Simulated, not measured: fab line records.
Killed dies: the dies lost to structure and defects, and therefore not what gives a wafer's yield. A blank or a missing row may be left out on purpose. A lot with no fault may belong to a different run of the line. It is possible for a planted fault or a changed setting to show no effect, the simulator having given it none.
Matching of chambers / flow n5Finfet / N5_MOL_CONTACT_COAG_CMP_28 on cmp-01: 4 sister chambers
The step polishes, stops on SiNx, t overpolish 0.85 s, target thk 14.522 nm. 18 wafers are shown with their chamber, then 9 later ones without.

## WAFERS PAIRED WITH THEIR CHAMBERS
wafer=L075.2; chamber=3; motorCurrentA (A)=11.7; timeToEndpointS (s)=6.5
wafer=L075.3; chamber=0; motorCurrentA (A)=15.2; timeToEndpointS (s)=6.0
wafer=L075.4; chamber=1; motorCurrentA (A)=10.0; timeToEndpointS (s)=6.0
wafer=L076.2; chamber=1; motorCurrentA (A)=10.9; timeToEndpointS (s)=0.4
wafer=L076.4; chamber=3; motorCurrentA (A)=12.1; timeToEndpointS (s)=3.8
wafer=L076.6; chamber=0; motorCurrentA (A)=14.1; timeToEndpointS (s)=4.9
wafer=L079.4; chamber=1; motorCurrentA (A)=10.5; timeToEndpointS (s)=2.9
wafer=L079.5; chamber=3; motorCurrentA (A)=11.5; timeToEndpointS (s)=4.4
wafer=L079.6; chamber=2; motorCurrentA (A)=12.1; timeToEndpointS (s)=2.6
wafer=L083.2; chamber=2; motorCurrentA (A)=11.7; timeToEndpointS (s)=0.0
wafer=L083.3; chamber=3; motorCurrentA (A)=11.3; timeToEndpointS (s)=6.1
wafer=L083.6; chamber=1; motorCurrentA (A)=11.4; timeToEndpointS (s)=1.2
wafer=L086.2; chamber=2; motorCurrentA (A)=12.4; timeToEndpointS (s)=0.2
wafer=L086.3; chamber=1; motorCurrentA (A)=10.5; timeToEndpointS (s)=5.0
wafer=L086.4; chamber=0; motorCurrentA (A)=13.7; timeToEndpointS (s)=8.3
wafer=L088.2; chamber=2; motorCurrentA (A)=11.9; timeToEndpointS (s)=0.8
wafer=L088.5; chamber=0; motorCurrentA (A)=13.8; timeToEndpointS (s)=7.3
wafer=L088.6; chamber=1; motorCurrentA (A)=11.0; timeToEndpointS (s)=2.8

SIGNATURES, as means of the wafers listed above
reading=motorCurrentA; chamber 0=14.200; chamber 1=10.717; chamber 2=12.025; chamber 3=11.650; scatter within a chamber=0.48
reading=timeToEndpointS; chamber 0=6.625; chamber 1=3.050; chamber 2=0.900; chamber 3=5.200; scatter within a chamber=1.67
Rule: a wafer lies at a distance from a chamber equal to the root of the sum of squares, over the readings, of (its reading less the chamber's mean, divided by the reading's scatter). The wafer belongs to the nearest chamber; if the next one is less than 2 further off, it can't be placed. The scatter: take each reading less its chamber's mean, square it, sum over the shown wafers, divide by the number of wafers less the number of chambers, and take the root.

## WAFERS WITH NO CHAMBER GIVEN
wafer=L089.1; motorCurrentA (A)=11.1; timeToEndpointS (s)=1.8
wafer=L089.2; motorCurrentA (A)=11.6; timeToEndpointS (s)=1.8
wafer=L089.4; motorCurrentA (A)=13.5; timeToEndpointS (s)=4.2
wafer=L093.2; motorCurrentA (A)=14.0; timeToEndpointS (s)=4.0
wafer=L093.3; motorCurrentA (A)=10.8; timeToEndpointS (s)=3.5
wafer=L093.6; motorCurrentA (A)=11.6; timeToEndpointS (s)=3.1
wafer=L096.1; motorCurrentA (A)=13.9; timeToEndpointS (s)=5.5
wafer=L096.2; motorCurrentA (A)=11.4; timeToEndpointS (s)=0.6
wafer=L096.5; motorCurrentA (A)=13.8; timeToEndpointS (s)=4.6

## THE CHAMBER EACH PASSED THROUGH
wafer=L089.1; from the rows above=can't be placed: 1 or 2 or 3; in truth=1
wafer=L089.2; from the rows above=can't be placed: 2 or 1 or 3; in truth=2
wafer=L089.4; from the rows above=can't be placed: 0 or 2 or 3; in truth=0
wafer=L093.2; from the rows above=0; in truth=0
wafer=L093.3; from the rows above=can't be placed: 1 or 3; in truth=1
wafer=L093.6; from the rows above=can't be placed: 3 or 2 or 1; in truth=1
wafer=L096.1; from the rows above=0; in truth=0
wafer=L096.2; from the rows above=can't be placed: 2 or 1 or 3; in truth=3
wafer=L096.5; from the rows above=0; in truth=0
3 of 9 placed correctly. Not placeable from these rows: 6 (in 6, the candidates include the true chamber). Number placed wrongly: 0.
